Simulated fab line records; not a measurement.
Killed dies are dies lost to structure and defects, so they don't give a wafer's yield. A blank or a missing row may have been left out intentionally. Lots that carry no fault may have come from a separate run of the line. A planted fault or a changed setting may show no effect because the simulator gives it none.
Code-filled problem report in 8D (eight disciplines) form | flow n5 finfet | the parts of the form that need people (team, actions taken, sign-off) are left out

== 1. THE PROBLEM ==
Wafers with no fault read 14 with a standard deviation of 5.2, whereas killed_at_M4_up at N5_PASSIVATION_PROBE_49 reads a mean of 116 on 1 wafer of 1 lot. That puts it +20 standard deviations away from the usual mean.
The first sign was on wafer L325.2 at day 16 05:06, on prober-01. The record holds 3 wafers of 1 lot with a number at this step. Rule for "out", or "out of limits": more than 4 standard deviations from the usual mean. Any other wafer with a number is counted as sound.

== 2. WHAT IT IS, WHAT IT ISN'T ==
question                    | is                                                                                                   | is not
which readings at this step | killed_at_M4_up, defect limited yield, killed dies, sort_bin_5_function, sort n pass, sort yield pct | killed_at_M0_to_M3, killed at contacts, killed at front end, killed at other, killed open, killed short
which lots                  | L325                                                                                                 | -
which wafers of those lots  | L325.2                                                                                               | L325.3, L325.4
read on which tools         | prober-01                                                                                            | -
when                        | from day 16 05:06                                                                                    | up to then (0 sound wafers); but 2 sound wafers of L325 came after

== 3. WHAT RULES OUT EACH SUSPECT ==
Counting: a tool at a process step up to the reading stays a suspect if it ran every lot that is out. Sound lots after the first of them don't rule it out here, since some wafers of a struck lot are sound.
- rie diel-03 at N5_BEOL_M8_TRENCH_ETCH_37 (etches SiCOH lowk in C4F6/O2, target depth 93.478 nm, time 31.2 s): kept. It ran the lot that is out, L325 (day 13 09:23).
- rie metal-01 at N5_MIM_TOP_ETCH_ETCH_00 (etches TiN in Cl2/BCl3, target depth 38.5 nm): kept. It ran the lot that is out, L325 (day 15 20:05).
- rie metal-02 at N5_MIM_BOT_ETCH_ETCH_00 (etches TiN in Cl2/BCl3, target depth 45.5 nm): kept. It ran the lot that is out, L325 (day 15 20:59).
- prober-01 at N5_PASSIVATION_PROBE_49: kept. It ran the lot that is out, L325 (day 16 05:06). Its own readings are out on those wafers: defect limited yield, killed_at_M4_up, killed dies, sort_bin_5_function, sort n pass, sort yield pct.
- Within rie diel-03 at N5_BEOL_M8_TRENCH_ETCH_37: the wafers that are out ran in chamber 1; their sound lot-mates ran in chambers 0, 2.
Left after counting: rie diel-03 at N5_BEOL_M8_TRENCH_ETCH_37, rie metal-01 at N5_MIM_TOP_ETCH_ETCH_00, rie metal-02 at N5_MIM_BOT_ETCH_ETCH_00, prober-01 at N5_PASSIVATION_PROBE_49.

== 4. THE CAUSE (what the simulator had put in) ==
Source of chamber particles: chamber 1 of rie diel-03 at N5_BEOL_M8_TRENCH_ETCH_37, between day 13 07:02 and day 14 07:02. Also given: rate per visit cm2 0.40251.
Counting leaves 4 suspects; this tool is one of them.

== 5. SEQUENCE OF EFFECTS, ordered by route ==
Each row: a reading whose mean over the struck wafers that have a number lies more than 3 standard deviations from the usual. Scope: only readings with a usual standard deviation given in the record; hours: median across lots of the time from each lot's start at the first step in this table that gives one to its start at this step; sigmas: change in usual standard deviations.
hours | step                    | reading              | usual  | on struck wafers | change | sigmas
0     | N5_PASSIVATION_PROBE_49 | defect limited yield | 91.1 % | 83.3             | -7.8   | -5.2
0     | N5_PASSIVATION_PROBE_49 | killed_at_M4_up      | 14     | 116              | +102   | +20
0     | N5_PASSIVATION_PROBE_49 | killed dies          | 105    | 197              | +92    | +5.4
0     | N5_PASSIVATION_PROBE_49 | sort_bin_5_function  | 5.2 %  | 9.6              | +4.4   | +4.8
0     | N5_PASSIVATION_PROBE_49 | sort n pass          | 1075   | 983              | -92    | -5.4
0     | N5_PASSIVATION_PROBE_49 | sort yield pct       | 91.1 % | 83.3             | -7.8   | -5.2
It contains these process steps:
- N5_PASSIVATION_PROBE_49

== 6. WHAT WOULD HAVE CAUGHT IT SOONER ==
First out-of-limits reading in this record: day 16 05:06, which is 70 hours after fault onset at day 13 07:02.
No tool reading at N5_BEOL_M8_TRENCH_ETCH_37 that has a usual standard deviation in the record was out on any struck wafer, so an alarm limit of 4 standard deviations on those readings would not have fired.
By day 16 05:06, every lot that is out (1) had started N5_BEOL_M8_TRENCH_ETCH_37 on rie diel-03. Holding the tool at that point would not have protected any of them.
